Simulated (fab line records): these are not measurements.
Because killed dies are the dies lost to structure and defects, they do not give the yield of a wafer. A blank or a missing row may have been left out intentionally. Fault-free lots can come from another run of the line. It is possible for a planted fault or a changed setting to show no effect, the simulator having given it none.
Chamber matching    flow n5 finfet    4 sister chambers for N5_BEOL_M15_ETCH_61 on rie diel-06
The step etches BARC in N2/H2, target depth 89 nm, overetch 26.7 nm, time 67.9 s. 4 wafers are shown with their chamber, then 7 later ones without.

WAFERS WITH THEIR CHAMBER
wafer   chamber  showerhead plenum p Torr (Torr)
L083.4  3        2.46
L083.5  0        2.59
L086.1  1        2.64
L086.3  2        2.69

WAFERS WITHOUT THEIR CHAMBER
wafer   showerhead plenum p Torr (Torr)
L086.5  2.64
L081.1  2.58
L081.3  2.64
L081.4  2.69
L088.1  2.45
L088.2  2.69
L088.5  2.45

WHICH CHAMBER EACH WENT THROUGH
wafer   from the rows above  in truth
L086.5  1                    1
L081.1  0                    0
L081.3  1                    1
L081.4  2                    2
L088.1  3                    3
L088.2  2                    2
L088.5  3                    3
7 of 7 placed correctly. Can't be placed from these rows: 0. Wrongly placed: 0.
How it was worked out, from the rows above alone: a wafer's distance from a chamber is the root of the sum, over the readings, of the square of ((its reading less the chamber's mean) divided by the reading's scatter). If the next closest chamber is less than 2 further off than the closest, the wafer can't be placed; otherwise it belongs to the closest. For every chamber, the mean is computed from those of its wafers that are shown. The scatter (one wafer shown for each chamber): square how far every hidden wafer sits from the nearest shown wafer, average those squares and take the square root.
